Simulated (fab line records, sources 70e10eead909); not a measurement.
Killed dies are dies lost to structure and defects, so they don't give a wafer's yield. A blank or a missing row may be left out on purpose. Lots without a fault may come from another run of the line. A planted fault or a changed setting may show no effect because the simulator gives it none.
Which tool did it? | flow nand_harc | 13 lots, 39 wafers sampled, at 6 steps of a route of 1159

WHAT THE GAUGES READ, wafer by wafer
NHARC_P_ZERO_WELL_CD_MEAS_37: target cd 720 nm. Usual: cd_nm 720.2 nm, standard deviation 2.5.
lot  | measured    | on        | cd_nm (nm)        | flag
L842 | day 1 16:14 | cd_sem-01 | 718.8 721.1 717.2 |
L843 | day 1 21:52 | cd_sem-03 | 721.5 722.8 724.8 |
L844 | day 2 04:01 | cd_sem-02 | 720.1 720.6 719.8 |
L846 | day 2 16:07 | cd_sem-02 | 714.8 723.6 720.1 |
L847 | day 2 22:16 | cd_sem-02 | 724.9 721.3 720.1 |
L850 | day 3 16:07 | cd_sem-03 | 722.4 722.0 720.4 |
L853 | day 4 10:01 | cd_sem-02 | 722.0 725.1 722.0 |
L855 | day 4 22:11 | cd_sem-01 | - - -             | OFF
L857 | day 5 10:15 | cd_sem-03 | 718.8 719.6 722.4 |
L860 | day 6 04:06 | cd_sem-01 | 717.5 716.1 721.9 |
L863 | day 6 22:07 | cd_sem-02 | 722.4 720.4 724.8 |
L864 | day 7 03:59 | cd_sem-01 | 719.9 716.7 717.0 |
L865 | day 7 10:01 | cd_sem-02 | 718.6 719.9 720.8 |

NHARC_P_ZERO_WELL_INSPECT_43. Usual: raw_defect_count 14, standard deviation 6.8.
lot  | measured    | on                | raw_defect_count | flag
L842 | day 1 19:34 | defect_inspect-02 | 9 20 14          |
L843 | day 2 01:13 | defect_inspect-02 | 14 9 17          |
L844 | day 2 07:32 | defect_inspect-01 | 5 11 2           |
L846 | day 2 19:51 | defect_inspect-01 | 7 14 7           |
L847 | day 3 01:42 | defect_inspect-01 | 23 25 26         |
L850 | day 3 20:04 | defect_inspect-02 | 9 15 20          |
L853 | day 4 14:08 | defect_inspect-02 | 16 16 18         |
L855 | day 5 01:52 | defect_inspect-01 | 13 11 11         |
L857 | day 5 13:35 | defect_inspect-01 | 7 9 3            |
L860 | day 6 07:32 | defect_inspect-02 | 23 15 17         |
L863 | day 7 01:40 | defect_inspect-02 | 12 4 15          |
L864 | day 7 07:26 | defect_inspect-02 | 13 13 13         |
L865 | day 7 13:20 | defect_inspect-01 | 25 17 9          |

NHARC_P_STI_INSPECT_11. Usual: raw_defect_count 5.7, standard deviation 2.7.
lot  | measured    | on                | raw_defect_count | flag
L842 | day 2 07:31 | defect_inspect-02 | 2 4 7            |
L843 | day 2 18:52 | defect_inspect-02 | 8 4 1            |
L844 | day 2 23:26 | defect_inspect-02 | 6 13 7           |
L846 | day 3 14:02 | defect_inspect-01 | 9 2 9            |
L847 | day 3 14:13 | defect_inspect-01 | 5 4 4            |
L850 | day 4 11:34 | defect_inspect-01 | 5 3 4            |
L853 | day 5 05:41 | defect_inspect-01 | 1 4 3            |
L857 | day 6 11:17 | defect_inspect-02 | 5 3 2            |
L860 | day 7 00:20 | defect_inspect-02 | 10 4 11          |
L863 | day 7 15:11 | defect_inspect-02 | 8 9 4            |
L864 | day 7 22:53 | defect_inspect-01 | 4 8 5            |
L865 | day 8 04:43 | defect_inspect-02 | 3 4 5            |

NHARC_P_STI_INSPECT_25. Usual: raw_defect_count 220, standard deviation 86.
lot  | measured    | on                | raw_defect_count | flag
L842 | day 3 11:28 | defect_inspect-02 | 202 259 228      |
L843 | day 4 00:30 | defect_inspect-02 | 560 452 306      |
L844 | day 4 04:43 | defect_inspect-02 | 123 117 113      |
L846 | day 4 18:13 | defect_inspect-01 | 170 128 173      |
L847 | day 4 18:13 | defect_inspect-02 | 335 223 257      |
L850 | day 5 21:14 | defect_inspect-02 | 358 372 187      |
L853 | day 7 04:59 | defect_inspect-02 | 126 166 266      |
L857 | day 7 19:11 | defect_inspect-02 | 278 392 293      |
L860 | day 8 01:03 | defect_inspect-02 | 234 307 332      |
L863 | day 8 16:35 | defect_inspect-02 | 182 149 147      |
L864 | day 9 03:43 | defect_inspect-02 | 314 152 158      |
L865 | day 9 07:55 | defect_inspect-02 | 143 242 175      |

NHARC_END_SORT_01. Usual: killed_at_array 30, standard deviation 10; killed_at_other 0.5, standard deviation 0.82; killed_at_periphery 2.9, standard deviation 2; killed_dies 34, standard deviation 11; killed_open 3.2, standard deviation 1.8; killed_short 2.0, standard deviation 1.4.
lot  | measured     | on        | killed_at_array | killed_at_other | killed_at_periphery | killed_dies | killed_open | killed_short | flag
L855 | day 23 16:49 | prober-02 | 40 39 45        | 0 1 0           | 637 637 632         | 677 677 677 | 1 0 4       | 1 3 2        | OFF

WHICH TOOL RAN EACH LOT (tool, then ch and the chambers of the sampled wafers, then the start)
lot  | NHARC_P_ZERO_WELL_EXPOSE_34
L842 | krf_scanner-01 ch 0, day 1 16:04
L843 | krf_scanner-01 ch 0, day 1 21:43
L844 | krf_scanner-03 ch 0, day 2 03:52
L846 | krf_scanner-02 ch 0, day 2 15:57
L847 | krf_scanner-01 ch 0, day 2 22:07
L850 | krf_scanner-02 ch 0, day 3 15:58
L853 | krf_scanner-01 ch 0, day 4 09:52
L855 | krf_scanner-01 ch 0, day 4 22:01
L857 | krf_scanner-03 ch 0, day 5 10:06
L860 | krf_scanner-03 ch 0, day 6 03:57
L863 | krf_scanner-02 ch 0, day 6 21:56
L864 | krf_scanner-02 ch 0, day 7 03:50
L865 | krf_scanner-01 ch 0, day 7 09:52
- NHARC_P_ZERO_WELL_EXPOSE_34: exposes mask P PWELL, target cd 720 nm.

WHAT THE TOOLS THEMSELVES READ (means of the sampled wafers that have a number; where no wafer has one, the mark that the record gives instead)
NHARC_P_ZERO_WELL_EXPOSE_34. Usual: reticle_temp_C 23.00 C, standard deviation 0.11.
lot  | tool           | reticle_temp_C (C) | flag
L842 | krf_scanner-01 | 23.00              |
L843 | krf_scanner-01 | 23.01              |
L844 | krf_scanner-03 | 22.90              |
L846 | krf_scanner-02 | 22.90              |
L847 | krf_scanner-01 | 23.07              |
L850 | krf_scanner-02 | 23.04              |
L853 | krf_scanner-01 | 22.80              |
L855 | krf_scanner-01 | 23.10              |
L857 | krf_scanner-03 | 23.04              |
L860 | krf_scanner-03 | 23.05              |
L863 | krf_scanner-02 | 23.09              |
L864 | krf_scanner-02 | 23.04              |
L865 | krf_scanner-01 | 22.81              |

THE ANSWER, worked out from the rows above alone
Rule: a lot is off if the mean of its wafers that have a number lies more than 3 standard deviations from the usual mean. A lot without any number at a reading at which 4 lots or more have one is off too. The other lots that the step has rows for count as sound. The gauges are gone through in route order, then the tools' own readings, and for those a lot's mean is taken as printed above. The first step at which some lot is off is used, and at that step the reading that is off furthest; a lot without a number counts as furthest.
Off: L855, at NHARC_P_ZERO_WELL_CD_MEAS_37 (cd_nm). Without a number there: L855.
A tool fits if, at a process step before that reading, it ran every lot that is off, and no sound lot after the first of them. The gauges at NHARC_P_ZERO_WELL_CD_MEAS_37 aren't tried: what is off there is off at NHARC_END_SORT_01 too, on other tools, and a gauge's error can't cause that. None of those tried fits.

WHAT THE SIMULATOR HAD PUT IN
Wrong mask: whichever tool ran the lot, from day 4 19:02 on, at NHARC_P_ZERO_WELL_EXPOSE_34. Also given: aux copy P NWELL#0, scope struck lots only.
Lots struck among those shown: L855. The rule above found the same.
